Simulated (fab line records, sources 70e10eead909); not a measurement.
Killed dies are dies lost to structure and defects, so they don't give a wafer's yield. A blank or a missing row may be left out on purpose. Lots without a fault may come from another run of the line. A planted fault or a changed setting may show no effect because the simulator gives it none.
fab line records | flow nand_harc
record lots=24 wafers=72 last_day=24
route steps=1159 shown A_STAIRCASE@588
lots that met no fault: from a run of the same line without faults
start_h: hours from the record's first day to the start of the lot's first wafer shown | wait_h: hours since the lot's step before | " the same as in the row above | L1.1+2: a row that stands for several wafers | - no value, or no start given | * or withheld: withheld | < > ~ a bound
route shown NAME@n: a module of which the file shows steps, and the number in the route of the first | usual: mean/standard deviation of fault-free wafers | same: alike in all rows | chamber/n: place in a boat | sites: the reading at each site | _std_site: their standard deviation | _edge_site: outer sites' mean less inner sites' | radius_mm: how far each site lies from the wafer's centre | mask NAME#n: copy n | behind: the tool/chamber that last shaped the wafer | hold: why the lot was held/for how many hours/how that ended | device: the transistor (n, p or np) that didn't switch | end of line: the same wafers' tests at the end of the route | a step without rows: its recipe alone | killed: dies lost to structure and defects at the first sort, not the wafer's yield | map: a wafer's dies, x killed, . not, _ none there
set.NAME: the setting as run; set.NAME@STEP: as run at that earlier step | model.NAME: the simulator's own value behind a step, which no gauge read
steps of the route over a sample of lots; a table a step, a row a wafer
services: from which hour (start_h, from the record's first day; less than 0 if before it) a tool's chamber was out of use, for how many hours, and why
## steps
# step NHARC_A_STAIRCASE_ETCH_194
# recipe target_depth_a=1000 time_s=40.5 ion_energy_ev=400 c4f8_flow_sccm=20 o2_flow_sccm=10 ar_flow_sccm=withheld rf_w=600 bias_w=1000 chemistry=C4F8/O2
# usual oes_product_au=0.939/0.015 rf_vpp_V=895/4.7
# columns lot.wafer tool chamber start_h wait_h oes_product_au rf_hours_counter_h rf_vpp_V
L074.1 rie_diel-11 3 - - 0.938 19 893
L074.3 " 0 " " 0.964 20 891
L074.4 " 1 " " 0.943 21 901
L076.2 rie_diel-03 1 - - 0.914 8 890
L076.6 " 3 " " 0.942 - 893
L076.5 " 0 " " 0.934 - 896
L078.3 rie_diel-11 1 - - 0.938 22 900
L078.4 " 2 " " 0.943 22 892
L078.6 " 0 " " 0.942 - 890
L077.4 rie_diel-11 1 - - 0.934 23 899
L077.2 " 2 " " 0.947 22 892
L077.3 " 3 " " 0.941 20 895
L075.3 rie_diel-11 2 - - 0.945 23 892
L075.1 " 0 " " 0.942 23 890
L075.6 " 2 " " 0.945 - 891
L079.3 rie_diel-11 3 - - 0.948 25 893
L079.4 " 0 " " 0.966 26 889
L079.5 " 3 " " 0.943 - 893
L080.2 rie_diel-11 0 - - 0.965 29 890
L080.6 " 1 " " 0.932 - 901
L080.5 " 2 " " 0.954 - 891
L081.4 rie_diel-11 3 - - 0.946 31 893
L081.3 " 1 " " 0.953 34 899
L081.2 " 2 " " 0.947 33 893
L083.4 rie_diel-11 2 - - 0.925 36 893
L083.2 " 3 " " 0.934 33 893
L083.6 " 3 " " 0.934 - 893
L082.4 rie_diel-03 3 - - 0.937 23 892
L082.1 " 1 " " 0.935 21 890
L082.6 " 2 " " 0.950 - 900
L087.1 rie_diel-11 1 - - 0.916 44 899
L087.3 " 0 " " 0.932 41 891
L087.5 " 2 " " 0.919 - 891
L084.2 rie_diel-03 2 - - 0.941 34 900
L084.1 " 3 " " 0.920 33 891
L084.3 " 0 " " 0.905 29 897
L085.3 rie_diel-11 0 - - 0.942 44 890
L085.6 " 1 " " 0.946 - 900
L085.5 " 2 " " 0.940 - 893
L086.4 rie_diel-02 1 - - 0.932 62 888
L086.1 " 3 " " 0.930 65 902
L086.3 " 0 " " 0.928 67 901
L090.1 rie_diel-11 2 - - 0.955 50 890
L090.4 " 3 " " 0.938 47 894
L090.5 " 3 " " 0.947 - 893
L089.4 rie_diel-03 1 - - 0.934 38 892
L089.1 " 2 " " 0.962 42 900
L089.5 " 3 " " 0.945 - 891
L091.1 rie_diel-02 0 - - 0.928 1 899
L091.3 " 2 " " 0.959 0 906
L091.6 " 3 " " 0.956 - 901
L088.3 rie_diel-03 0 - - 0.919 37 898
L088.1 " 2 " " 0.963 43 901
L088.2 " 3 " " 0.950 42 890
L092.3 rie_diel-11 0 - - 0.955 54 890
L092.1 " 2 " " 0.953 56 892
L092.6 " 1 " " 0.945 - 900
L093.1 rie_diel-11 0 - - 0.977 54 890
L093.3 " 2 " " 0.949 57 892
L093.6 " 3 " " 0.947 - 894
L094.2 rie_diel-03 2 - - 0.969 49 901
L094.4 " 0 " " 0.924 43 897
L094.1 " 1 " " 0.927 46 891
L095.1 rie_diel-02 3 - - 0.949 9 904
L095.4 " 0 " " 0.920 10 899
L095.5 " 2 " " 0.958 - 905
L097.2 rie_diel-03 0 - - 0.917 49 897
L097.3 " 1 " " 0.900 54 890
L097.6 " 1 " " 0.902 - 890
L096.1 rie_diel-02 3 - - 0.928 13 901
L096.2 " 0 " " 0.919 15 901
L096.6 " 3 " " 0.931 - 901
# step NHARC_A_STAIRCASE_ETCH_227
# recipe target_depth_a=1000 time_s=40.5 ion_energy_ev=400 c4f8_flow_sccm=20 o2_flow_sccm=10 ar_flow_sccm=withheld rf_w=600 bias_w=1000 chemistry=C4F8/O2
# usual oes_product_au=0.940/0.013 rf_vpp_V=895/5
# columns lot.wafer tool chamber start_h wait_h oes_product_au rf_hours_counter_h rf_vpp_V
L076.2 rie_diel-03 2 - - 0.939 12 899
L076.6 " 2 " " 0.942 - 901
L076.5 " 3 " " 0.934 - 889
L074.3 rie_diel-11 0 - - 0.951 22 890
L074.1 " 1 " " 0.930 24 900
L074.4 " 2 " " 0.959 23 891
L077.4 rie_diel-11 3 - - 0.935 23 894
L077.2 " 1 " " 0.939 25 900
L077.3 " 2 " " 0.946 24 893
L078.4 rie_diel-03 0 - - 0.910 10 897
L078.3 " 2 " " 0.940 13 901
L078.6 " 3 " " 0.924 - 891
L075.1 rie_diel-11 2 - - 0.959 25 893
L075.3 " 3 " " 0.954 24 894
L075.6 " 3 " " 0.944 - 894
L079.4 rie_diel-11 1 - - 0.940 28 900
L079.3 " 2 " " 0.961 28 892
L079.5 " 0 " " 0.942 - 891
L080.2 rie_diel-02 3 - - 0.948 47 902
L080.5 " 1 " " 0.923 - 887
L080.6 " 2 " " 0.950 - 887
L081.3 rie_diel-11 3 - - 0.940 32 894
L081.2 " 0 " " 0.942 33 890
L081.4 " 1 " " 0.940 35 900
L083.2 rie_diel-03 1 - - 0.926 22 891
L083.6 " 1 " " 0.927 - 892
L083.4 " 3 " " 0.931 - 891
L082.1 rie_diel-11 3 - - 0.934 34 894
L082.4 " 1 " " 0.947 38 899
L082.6 " 3 " " 0.939 - 893
L087.1 rie_diel-03 0 - - 0.919 30 898
L087.3 " 3 " " 0.929 34 891
L087.5 " 1 " " 0.933 - 891
L084.2 rie_diel-03 1 - - 0.930 33 892
L084.3 " 2 " " 0.961 35 900
L084.1 " 3 " " 0.935 34 893
L085.3 rie_diel-11 0 - - 0.946 45 890
L085.6 " 3 " " 0.951 - 894
L085.5 " 0 " " 0.941 - 891
L086.1 rie_diel-11 3 - - 0.932 45 894
L086.4 " 1 " " 0.925 48 901
L086.3 " 2 " " 0.935 47 891
L090.1 rie_diel-02 3 - - 0.942 1 902
L090.4 " 0 " " 0.915 1 900
L090.5 " 2 " " 0.950 - 906
L089.1 rie_diel-11 0 - - 0.951 51 890
L089.4 " 1 " " 0.928 54 898
L089.5 " 0 " " 0.958 - 889
L091.3 rie_diel-03 3 - - 0.923 43 892
L091.1 " 1 " " 0.927 41 890
L091.6 " 3 " " 0.929 - 892
L088.3 rie_diel-02 3 - - 0.953 2 901
L088.2 " 1 " " 0.935 2 887
L088.1 " 2 " " 0.950 2 906
L092.3 rie_diel-11 0 - - 0.960 56 888
L092.1 " 2 " " 0.946 58 893
L092.6 " 3 " " 0.957 - 891
L093.1 rie_diel-11 3 - - 0.955 56 894
L093.3 " 0 " " 0.962 57 887
L093.6 " 3 " " 0.946 - 894
L094.4 rie_diel-03 0 - - 0.928 46 897
L094.1 " 1 " " 0.911 50 892
L094.2 " 3 " " 0.927 51 890
L095.1 rie_diel-02 2 - - 0.963 11 907
L095.4 " 0 " " 0.926 12 901
L095.5 " 2 " " 0.942 - 907
L097.3 rie_diel-02 1 - - 0.940 17 888
L097.2 " 2 " " 0.949 15 907
L097.6 " 0 " " 0.929 - 902
L096.1 rie_diel-11 3 - - 0.933 1 892
L096.2 " 0 " " 0.936 1 889
L096.6 " 3 " " 0.936 - 892
# step NHARC_A_STAIRCASE_TRIM_231
# recipe time_s=211.2 o2_flow_sccm=500 ar_flow_sccm=0 bias_w=0 chemistry=O2
# usual drypump_motor_current_A=5.9/0.45 oes_product_au=0.999/0.011 rf_vpp_V=57.7/0.85 showerhead_plenum_p_Torr=3.50/0.15 throttle_valve_pct=17.036/0.0093
# columns lot.wafer tool chamber start_h wait_h drypump_motor_current_A oes_product_au rf_hours_counter_h rf_vpp_V showerhead_plenum_p_Torr throttle_valve_pct
L076.2 rie_diel-03 1 - - 5.2 0.976 11 58.4 3.41 17.043
L076.5 " 1 " " 5.3 0.988 - 58.2 3.41 17.029
L076.6 " 2 " " 5.8 1.015 - 58.8 3.64 17.033
L074.1 rie_diel-03 2 - - 5.7 1.012 12 56.7 3.64 17.047
L074.3 " 0 " " 5.7 0.972 9 58.4 3.57 17.035
L074.4 " 1 " " 5.3 0.975 11 58.2 3.41 17.045
L077.4 rie_diel-11 1 - - 5.7 1.000 25 58.5 3.63 17.035
L077.2 " 3 " " 6.0 1.008 23 58.9 3.47 17.045
L077.3 " 0 " " 6.1 1.018 24 56.8 3.37 17.055
L078.3 rie_diel-02 0 261.62 0.1 5.4 0.983 44 56.3 3.67 17.042
L078.6 " 0 " " 5.4 0.989 - 58.7 3.67 17.031
L078.4 " 1 " " 5.4 0.986 - 56.7 3.31 17.050
L075.1 rie_diel-03 2 - - 5.8 1.010 13 57.2 3.64 17.033
L075.3 " 3 " " 5.2 1.002 12 59.5 3.40 17.034
L075.6 " 0 " " 5.7 0.993 - 58.2 3.57 17.035
L079.4 rie_diel-11 1 - - 5.7 0.997 28 57.2 3.63 17.026
L079.3 " 2 " " 6.4 1.003 28 57.7 3.42 17.045
L079.5 " 0 " " 6.1 1.019 - 57.5 3.37 17.051
L080.2 rie_diel-02 3 - - 6.7 1.004 48 57.4 3.71 17.053
L080.6 " 3 " " 6.7 1.005 - 57.4 3.71 17.033
L080.5 " 0 " " 5.4 0.988 - 57.9 3.67 17.048
L081.3 rie_diel-11 1 - - 5.7 0.987 36 59.0 3.63 17.022
L081.4 " 2 " " 6.4 0.996 34 57.2 3.41 17.040
L081.2 " 0 " " 6.1 1.007 34 58.0 3.36 17.021
L083.2 rie_diel-02 2 - - 6.4 0.996 48 56.1 3.27 17.032
L083.4 " 3 " " 6.7 0.997 57 58.4 3.70 17.049
L083.6 " 0 " " 5.4 0.980 - 56.9 3.66 17.046
L082.1 rie_diel-11 1 - - 5.7 1.002 38 57.8 3.62 17.038
L082.4 " 2 " " 6.4 1.003 37 58.1 3.41 17.032
L082.6 " 2 " " 6.4 1.002 - 58.1 3.41 17.041
L087.1 rie_diel-11 3 - - 6.1 1.000 43 57.2 3.46 17.032
L087.3 " 0 " " 6.1 1.003 44 56.8 3.36 17.041
L087.5 " 3 " " 6.1 1.014 - 57.8 3.46 17.027
L084.1 rie_diel-03 1 - - 5.3 0.991 33 56.3 3.39 17.041
L084.3 " 2 " " 5.8 1.012 36 58.6 3.63 17.050
L084.2 " 0 " " 5.7 0.992 31 57.6 3.55 17.035
L085.3 rie_diel-11 3 - - 6.0 1.003 44 58.4 3.46 17.032
L085.5 " 3 " " 6.0 1.001 - 58.4 3.46 17.039
L085.6 " 0 " " 6.0 0.993 - 57.3 3.36 17.050
L086.3 rie_diel-11 2 - - 6.4 1.006 48 58.1 3.41 17.035
L086.1 " 3 " " 6.0 1.013 45 58.6 3.45 17.047
L086.4 " 0 " " 6.1 1.002 47 56.7 3.36 17.035
L090.4 rie_diel-03 3 - - 5.2 1.005 42 57.7 3.39 17.028
L090.1 " 0 " " 5.8 0.989 37 57.5 3.55 17.041
L090.5 " 0 " " 5.7 0.981 - 57.5 3.55 17.031
L089.4 rie_diel-02 3 - - 6.7 1.010 1 58.6 3.70 17.028
L089.1 " 1 " " 5.4 0.999 2 58.5 3.29 17.033
L089.5 " 0 " " 5.4 0.990 - 58.1 3.66 17.031
L091.3 rie_diel-11 2 - - 6.5 1.004 54 58.3 3.40 17.025
L091.1 " 3 " " 6.0 1.019 50 57.5 3.45 17.050
L091.6 " 2 " " 6.4 1.004 - 57.4 3.40 17.038
L088.3 rie_diel-02 0 - - 5.4 0.986 2 58.0 3.65 17.031
L088.2 " 1 " " 5.4 1.011 2 57.6 3.29 17.035
L088.1 " 2 " " 6.5 1.000 2 60.6 3.81 17.035
L092.1 rie_diel-11 3 - - 6.0 1.013 55 58.5 3.45 17.052
L092.3 " 1 " " 5.7 1.002 59 58.7 3.61 17.026
L092.6 " 3 " " 6.1 1.004 - 57.9 3.45 17.048
L093.1 rie_diel-11 0 - - 6.2 1.009 57 56.8 3.35 17.026
L093.3 " 2 " " 6.4 0.999 60 56.9 3.40 17.035
L093.6 " 0 " " 6.1 1.010 - 56.3 3.35 17.034
L094.4 rie_diel-11 2 - - 6.4 1.012 61 57.3 3.40 17.039
L094.2 " 3 " " 6.0 1.000 57 57.4 3.45 17.028
L094.1 " 0 " " 6.2 1.003 58 56.3 3.35 17.040
L095.1 rie_diel-02 1 - - 5.4 0.998 13 57.3 3.29 17.011
L095.4 " 3 " " 6.7 0.997 11 57.5 3.69 17.048
L095.5 " 1 " " 5.4 0.998 - 56.8 3.29 17.028
L097.2 rie_diel-02 1 - - 5.4 1.000 17 56.7 3.28 17.042
L097.3 " 3 " " 6.7 0.997 14 59.3 3.69 17.025
L097.6 " 1 " " 5.4 1.005 - 58.2 3.28 17.040
L096.1 rie_diel-11 0 - - 6.1 0.997 1 56.8 3.35 17.045
L096.2 " 1 " " 5.7 0.986 1 57.7 3.61 17.027
L096.6 " 2 " " 6.4 0.998 - 59.3 3.40 17.041
# step NHARC_A_STAIRCASE_ETCH_234
# recipe target_depth_a=1000 time_s=40.5 ion_energy_ev=400 c4f8_flow_sccm=20 o2_flow_sccm=10 ar_flow_sccm=withheld rf_w=600 bias_w=1000 chemistry=C4F8/O2
# usual oes_product_au=0.940/0.012 rf_vpp_V=895/5.3
# columns lot.wafer tool chamber start_h wait_h oes_product_au rf_hours_counter_h rf_vpp_V
L076.2 rie_diel-03 0 - - 0.917 9 897
L076.6 " 3 " " 0.949 - 890
L076.5 " 0 " " 0.927 - 897
L074.3 rie_diel-03 3 - - 0.948 11 891
L074.4 " 0 " " 0.930 10 898
L074.1 " 2 " " 0.948 13 900
L077.3 rie_diel-11 2 - - 0.937 25 892
L077.2 " 3 " " 0.940 23 894
L077.4 " 0 " " 0.942 24 891
L078.3 rie_diel-02 1 - - 0.931 39 887
L078.4 " 2 " " 0.963 38 886
L078.6 " 0 " " 0.925 - 902
L075.1 rie_diel-03 3 - - 0.949 12 891
L075.3 " 1 " " 0.910 13 891
L075.6 " 3 " " 0.936 - 892
L079.3 rie_diel-11 0 - - 0.950 28 890
L079.4 " 3 " " 0.958 27 894
L079.5 " 0 " " 0.953 - 890
L080.2 rie_diel-02 1 - - 0.942 45 888
L080.6 " 2 " " 0.934 - 886
L080.5 " 3 " " 0.934 - 903
L081.4 rie_diel-11 1 - - 0.937 36 901
L081.3 " 2 " " 0.931 35 892
L081.2 " 3 " " 0.937 32 893
L083.2 rie_diel-02 3 - - 0.947 57 904
L083.4 " 1 " " 0.928 53 888
L083.6 " 3 " " 0.937 - 902
L082.4 rie_diel-11 2 - - 0.947 37 892
L082.1 " 3 " " 0.932 34 892
L082.6 " 0 " " 0.946 - 891
L087.3 rie_diel-11 1 - - 0.937 46 899
L087.1 " 2 " " 0.966 45 892
L087.5 " 0 " " 0.956 - 890
L084.1 rie_diel-03 1 - - 0.923 33 891
L084.3 " 2 " " 0.956 36 899
L084.2 " 0 " " 0.920 31 898
L085.3 rie_diel-11 3 - - 0.930 45 893
L085.6 " 2 " " 0.930 - 892
L085.5 " 3 " " 0.936 - 894
L086.1 rie_diel-11 3 - - 0.944 46 892
L086.4 " 1 " " 0.927 49 899
L086.3 " 2 " " 0.954 49 891
L090.1 rie_diel-03 3 - - 0.927 42 891
L090.4 " 1 " " 0.936 40 892
L090.5 " 2 " " 0.961 - 899
L089.4 rie_diel-02 2 - - 0.939 1 907
L089.1 " 1 " " 0.938 2 885
L089.5 " 2 " " 0.946 - 904
L088.1 rie_diel-02 1 - - 0.932 3 887
L088.3 " 2 " " 0.952 2 904
L088.2 " 3 " " 0.959 2 901
L091.3 rie_diel-11 1 - - 0.922 54 898
L091.1 " 2 " " 0.930 54 891
L091.6 " 0 " " 0.944 - 888
L092.1 rie_diel-11 2 - - 0.948 58 891
L092.3 " 0 " " 0.960 56 888
L092.6 " 2 " " 0.951 - 890
L093.1 rie_diel-11 1 - - 0.942 61 898
L093.3 " 2 " " 0.944 60 893
L093.6 " 1 " " 0.936 - 900
L094.2 rie_diel-11 3 - - 0.939 57 892
L094.1 " 0 " " 0.945 58 890
L094.4 " 1 " " 0.935 62 899
L095.1 rie_diel-02 0 - - 0.928 12 899
L095.4 " 3 " " 0.934 11 902
L095.5 " 0 " " 0.915 - 900
L097.2 rie_diel-02 3 - - 0.939 14 902
L097.3 " 0 " " 0.933 16 900
L097.6 " 0 " " 0.937 - 899
L096.1 rie_diel-11 0 - - 0.944 1 890
L096.2 " 3 " " 0.938 1 893
L096.6 " 1 " " 0.950 - 898
# step NHARC_A_STAIRCASE_STRIP_254
# recipe power_w=1500 temp_c=250 chemistry=O2
# usual drypump_motor_current_A=5.7/0.56 heater_power_w=346/22
# columns lot.wafer tool chamber start_h wait_h drypump_motor_current_A heater_power_w rf_hours_counter_h
L076.2 plasma_asher-01 1 262.16 - 6.2 350 56
L076.6 " 1 " " 6.2 355 -
L076.5 " 0 " " 5.2 308 -
L074.1 plasma_asher-01 0 262.77 - 5.2 315 56
L074.3 " 1 " " 6.2 359 -
L074.4 " 0 " " 5.2 313 -
L077.2 plasma_asher-02 1 264.71 - 5.1 365 23
L077.3 " 1 " " 5.1 357 -
L077.4 " 0 " " 6.4 350 -
L078.3 plasma_asher-01 1 265.09 - 6.2 344 -
L078.4 " 0 " " 5.1 307 -
L078.6 " 1 " " 6.2 346 -
L075.1 plasma_asher-01 1 268.11 - 6.2 345 59
L075.3 " 1 " " 6.2 355 -
L075.6 " 0 " " 5.2 311 -
L079.4 plasma_asher-01 1 273.34 - 6.2 348 -
L079.3 " 0 " " 5.2 313 -
L079.5 " 0 " " 5.2 314 -
L080.2 plasma_asher-02 0 280.53 - 6.4 348 30
L080.5 " 0 " " 6.4 350 -
L080.6 " 1 " " 5.2 354 -
L081.2 plasma_asher-02 1 293.29 - 5.1 349 35
L081.3 " 0 " " 6.4 356 -
L081.4 " 1 " " 5.1 360 -
L083.2 plasma_asher-02 1 303.57 - 5.1 348 39
L083.4 " 1 " " 5.1 353 -
L083.6 " 1 " " 5.1 353 -
L082.1 plasma_asher-01 0 304.51 - 5.2 316 6
L082.4 " 1 " " 6.2 386 -
L082.6 " 0 " " 5.2 316 -
L087.1 plasma_asher-01 1 330.84 - 6.2 379 7
L087.3 " 1 " " 6.2 364 -
L087.5 " 1 " " 6.2 364 -
L084.2 plasma_asher-02 1 331.37 - 5.1 354 52
L084.1 " 0 " " 6.4 360 52
L084.3 " 0 " " 6.4 342 -
L085.3 plasma_asher-02 0 335.14 - 6.4 362 -
L085.5 " 0 " " 6.4 356 -
L085.6 " 1 " " 5.1 347 -
L086.1 plasma_asher-01 1 335.62 - 6.2 372 10
L086.4 " 0 " " 5.2 308 -
L086.3 " 1 " " 6.2 372 -
L090.1 plasma_asher-02 1 343.42 - 5.1 353 57
L090.4 " 1 " " 5.1 351 -
L090.5 " 1 " " 5.1 365 -
L089.1 plasma_asher-01 1 344.71 - 6.2 370 13
L089.4 " 0 " " 5.1 319 -
L089.5 " 1 " " 6.2 370 -
L088.2 plasma_asher-02 1 346.45 - 5.1 359 59
L088.1 " 0 " " 6.4 360 59
L088.3 " 1 " " 5.1 345 -
L091.1 plasma_asher-02 0 346.74 - 6.4 359 59
L091.3 " 0 " " 6.4 352 -
L091.6 " 1 " " 5.2 350 -
L092.1 plasma_asher-01 0 358.35 - 5.2 321 18
L092.3 " 1 " " 6.2 370 -
L092.6 " 0 " " 5.2 311 -
L093.1 plasma_asher-01 0 361.45 - 5.2 314 19
L093.3 " 1 " " 6.2 377 -
L093.6 " 1 " " 6.2 370 -
L094.2 plasma_asher-01 0 364.56 - 5.2 315 21
L094.1 " 1 " " 6.2 374 21
L094.4 " 0 " " 5.2 321 -
L095.1 plasma_asher-01 0 372.00 - 5.2 310 26
L095.4 " 0 " " 5.2 317 -
L095.5 " 1 " " 6.2 370 -
L097.2 plasma_asher-01 0 379.30 - 5.1 326 28
L097.3 " 1 " " 6.2 371 -
L097.6 " 0 " " 5.1 312 -
L096.2 plasma_asher-01 0 382.55 - 5.2 319 30
L096.1 " 1 " " 6.2 371 30
L096.6 " 1 " " 6.2 366 -
# step NHARC_A_STAIRCASE_HM_DEP_462
# recipe target_thk_a=8000 temp_c=400 material=aC
# usual throttle_valve_pct=35.000/0.0094
# columns lot.wafer tool chamber start_h wait_h throttle_valve_pct
L076.2 acl_dep-01 0 269.89 0.4 35.008
L076.5 " 0 " " 34.987
L076.6 " 0 " " 35.006
L074.1 acl_dep-03 0 270.43 0.5 35.009
L074.3 " 0 " " 35.010
L074.4 " 0 " " 35.002
L077.2 acl_dep-02 0 271.25 0.4 35.015
L077.3 " 0 " " 35.005
L077.4 " 0 " " 34.984
L078.3 acl_dep-01 0 272.06 0.7 34.998
L078.4 " 0 " " 34.983
L078.6 " 0 " " 35.002
L075.1 acl_dep-03 0 274.15 0.1 34.996
L075.3 " 0 " " 35.015
L075.6 " 0 " " 35.002
L079.3 acl_dep-01 0 279.66 0.7 35.006
L079.4 " 0 " " 35.016
L079.5 " 0 " " 34.987
L080.2 acl_dep-03 0 287.63 1.2 35.012
L080.5 " 0 " " 34.988
L080.6 " 0 " " 35.001
L081.2 acl_dep-03 0 300.47 0.8 34.996
L081.3 " 0 " " 34.993
L081.4 " 0 " " 34.990
L083.2 acl_dep-03 0 311.92 0.4 35.007
L083.4 " 0 " " 35.013
L083.6 " 0 " " 35.004
L082.1 acl_dep-02 0 312.12 0.1 34.991
L082.4 " 0 " " 35.008
L082.6 " 0 " " 35.015
L087.1 acl_dep-02 0 339.26 0.5 35.000
L087.3 " 0 " " 35.016
L087.5 " 0 " " 34.984
L084.1 acl_dep-02 0 341.11 0.4 35.000
L084.2 " 0 " " 34.998
L084.3 " 0 " " 35.030
L085.3 acl_dep-03 0 343.39 0.7 34.999
L085.5 " 0 " " 34.987
L085.6 " 0 " " 34.985
L086.1 acl_dep-03 0 345.87 1.5 35.011
L086.3 " 0 " " 34.995
L086.4 " 0 " " 34.987
L090.1 acl_dep-03 0 353.75 3.6 34.990
L090.4 " 0 " " 35.011
L090.5 " 0 " " 35.011
L089.1 acl_dep-01 0 353.88 0.7 34.990
L089.4 " 0 " " 34.998
L089.5 " 0 " " 35.011
L091.1 acl_dep-03 0 357.31 1.9 34.990
L091.3 " 0 " " 34.992
L091.6 " 0 " " 34.996
L088.1 acl_dep-01 0 357.45 2.0 34.996
L088.2 " 0 " " 34.993
L088.3 " 0 " " 34.996
L092.1 acl_dep-01 0 365.47 0.1 35.007
L092.3 " 0 " " 35.006
L092.6 " 0 " " 35.007
L093.1 acl_dep-02 0 367.31 0.1 35.003
L093.3 " 0 " " 35.001
L093.6 " 0 " " 35.008
L094.1 acl_dep-02 0 371.08 0.3 35.007
L094.2 " 0 " " 34.994
L094.4 " 0 " " 35.009
L095.1 acl_dep-02 0 379.13 1.3 34.998
L095.4 " 0 " " 34.996
L095.5 " 0 " " 34.992
L097.2 acl_dep-03 0 388.18 0.4 34.988
L097.3 " 0 " " 35.007
L097.6 " 0 " " 35.012
L096.1 acl_dep-01 0 389.39 0.6 35.012
L096.2 " 0 " " 35.004
L096.6 " 0 390.94 2.2 35.002
## services
# columns tool chamber start_h hours kind
rie_diel-03 0 231.06 2.7 repair
rie_diel-11 0 247.53 - clean
rie_diel-11 1 247.53 - clean
rie_diel-11 2 247.53 - clean
rie_diel-11 3 247.53 - clean
plasma_asher-02 - 251.80 2.4 repair
rie_diel-02 1 257.50 4.1 repair
rie_diel-02 2 258.44 3.6 repair
plasma_asher-02 - 258.98 4.4 repair
rie_diel-11 0 272.03 - clean
rie_diel-11 1 272.03 - clean
rie_diel-11 2 272.03 - clean
rie_diel-11 3 272.03 - clean
plasma_asher-01 - 276.00 9.0 pm
rie_diel-11 3 277.80 4.9 repair
rie_diel-02 2 280.39 2.5 repair
acl_dep-01 - 295.23 13.0 pm
rie_diel-02 2 304.28 2.5 repair
rie_diel-02 - 319.51 0.7 repair
rie_diel-02 - 328.07 9.0 pm
acl_dep-02 - 349.23 13.0 pm
plasma_asher-02 - 360.18 9.0 pm
rie_diel-11 - 366.63 9.0 pm
rie_diel-02 - 378.95 0.4 repair
## key
fault none
